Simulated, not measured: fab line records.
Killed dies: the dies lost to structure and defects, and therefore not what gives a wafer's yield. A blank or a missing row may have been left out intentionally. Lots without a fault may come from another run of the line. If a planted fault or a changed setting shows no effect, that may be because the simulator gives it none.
Which tool is to blame? / flow n5-finfet / Sampling: 15 lots, 45 wafers, 2 of 1938 route steps

WHAT THE GAUGES READ, wafer by wafer
N5_PASSIVATION_OVL_MEAS_66. Usual: PASS_OPEN_OVL 2 nm, standard deviation 6.5.
lot=L448; measured=day 12 04:37; on=overlay-02; PASS_OPEN_OVL (nm)=-8 3 0; flag=
lot=L449; measured=day 12 08:49; on=overlay-01; PASS_OPEN_OVL (nm)=9 13 1; flag=
lot=L450; measured=day 12 13:01; on=overlay-02; PASS_OPEN_OVL (nm)=4 14 9; flag=
lot=L452; measured=day 12 22:02; on=overlay-01; PASS_OPEN_OVL (nm)=2 4 5; flag=
lot=L451; measured=day 13 16:20; on=overlay-01; PASS_OPEN_OVL (nm)=6 5 -3; flag=
lot=L461; measured=day 15 15:43; on=overlay-01; PASS_OPEN_OVL (nm)=5 5 11; flag=
lot=L458; measured=day 15 15:21; on=overlay-02; PASS_OPEN_OVL (nm)=-3 -4 8; flag=
lot=L457; measured=day 15 16:50; on=overlay-01; PASS_OPEN_OVL (nm)=-13 8 -5; flag=
lot=L460; measured=day 15 20:23; on=overlay-01; PASS_OPEN_OVL (nm)=-4 -1 -13; flag=
lot=L456; measured=day 15 21:31; on=overlay-02; PASS_OPEN_OVL (nm)=-1 9 -1; flag=
lot=L459; measured=day 16 08:07; on=overlay-01; PASS_OPEN_OVL (nm)=-4 -3 1; flag=
lot=L464; measured=day 17 11:49; on=overlay-01; PASS_OPEN_OVL (nm)=0 2 5; flag=
lot=L465; measured=day 17 07:22; on=overlay-02; PASS_OPEN_OVL (nm)=-1 7 -3; flag=
lot=L470; measured=day 18 01:22; on=overlay-01; PASS_OPEN_OVL (nm)=-1 9 1; flag=
lot=L471; measured=day 18 20:58; on=overlay-02; PASS_OPEN_OVL (nm)=-2 3 -9; flag=

EACH LOT AND THE TOOL THAT RAN IT (in order: tool; ch and the chambers of the sampled wafers; start)
lot=L448; N5_BEOL_M8_PRE_CLEAN_45=pvd-sputter-03, day 9 15:28
lot=L449; N5_BEOL_M8_PRE_CLEAN_45=pvd-sputter-02, day 9 18:51
lot=L450; N5_BEOL_M8_PRE_CLEAN_45=pvd-sputter-03, day 10 00:07
lot=L452; N5_BEOL_M8_PRE_CLEAN_45=pvd-sputter-03, day 10 03:16
lot=L451; N5_BEOL_M8_PRE_CLEAN_45=pvd-sputter-03, day 10 07:06
lot=L461; N5_BEOL_M8_PRE_CLEAN_45=pvd-sputter-02, day 12 20:16
lot=L458; N5_BEOL_M8_PRE_CLEAN_45=pvd-sputter-02, day 12 20:20
lot=L457; N5_BEOL_M8_PRE_CLEAN_45=pvd-sputter-02, day 12 20:36
lot=L460; N5_BEOL_M8_PRE_CLEAN_45=pvd-sputter-03, day 12 22:41
lot=L456; N5_BEOL_M8_PRE_CLEAN_45=pvd-sputter-03, day 12 23:12
lot=L459; N5_BEOL_M8_PRE_CLEAN_45=pvd-sputter-02, day 13 14:15
lot=L464; N5_BEOL_M8_PRE_CLEAN_45=pvd-sputter-02, day 14 12:43
lot=L465; N5_BEOL_M8_PRE_CLEAN_45=pvd-sputter-02, day 14 12:48
lot=L470; N5_BEOL_M8_PRE_CLEAN_45=pvd-sputter-03, day 15 08:50
lot=L471; N5_BEOL_M8_PRE_CLEAN_45=pvd-sputter-01, day 16 05:01
- N5_BEOL_M8_PRE_CLEAN_45: time 30 s.

WHAT THE TOOLS THEMSELVES READ (means of the sampled wafers that have a number; where no wafer has one, the mark that the record gives instead)
N5_BEOL_M8_PRE_CLEAN_45. Usual: heater-power-w reads 337 W (standard deviation 31).
lot=L448; tool=pvd-sputter-03; heater-power-w (W)=321; flag=
lot=L449; tool=pvd-sputter-02; heater-power-w (W)=392; flag=
lot=L450; tool=pvd-sputter-03; heater-power-w (W)=321; flag=
lot=L452; tool=pvd-sputter-03; heater-power-w (W)=318; flag=
lot=L451; tool=pvd-sputter-03; heater-power-w (W)=319; flag=
lot=L461; tool=pvd-sputter-02; heater-power-w (W)=346; flag=
lot=L458; tool=pvd-sputter-02; heater-power-w (W)=411; flag=
lot=L457; tool=pvd-sputter-02; heater-power-w (W)=333; flag=
lot=L460; tool=pvd-sputter-03; heater-power-w (W)=327; flag=
lot=L456; tool=pvd-sputter-03; heater-power-w (W)=337; flag=
lot=L459; tool=pvd-sputter-02; heater-power-w (W)=379; flag=
lot=L464; tool=pvd-sputter-02; heater-power-w (W)=362; flag=
lot=L465; tool=pvd-sputter-02; heater-power-w (W)=354; flag=
lot=L470; tool=pvd-sputter-03; heater-power-w (W)=318; flag=
lot=L471; tool=pvd-sputter-01; heater-power-w (W)=321; flag=

THE ANSWER, worked out from the rows above alone
Rule: a lot is off if the mean of its wafers that have a number lies more than 3 standard deviations from the usual mean. Also off: a lot with no number at a reading for which 4 or more lots have one. The other lots that the step has rows for count as sound. Order of review: gauges by route order, followed by the tools' own readings, for which a lot's mean as printed above is used. At the first step where some lot is off, the reading lying furthest off is the one used; lots without a number count as furthest.
None of the lots is off at any reading shown; this tells nothing.

WHAT THE SIMULATOR HAD PUT IN
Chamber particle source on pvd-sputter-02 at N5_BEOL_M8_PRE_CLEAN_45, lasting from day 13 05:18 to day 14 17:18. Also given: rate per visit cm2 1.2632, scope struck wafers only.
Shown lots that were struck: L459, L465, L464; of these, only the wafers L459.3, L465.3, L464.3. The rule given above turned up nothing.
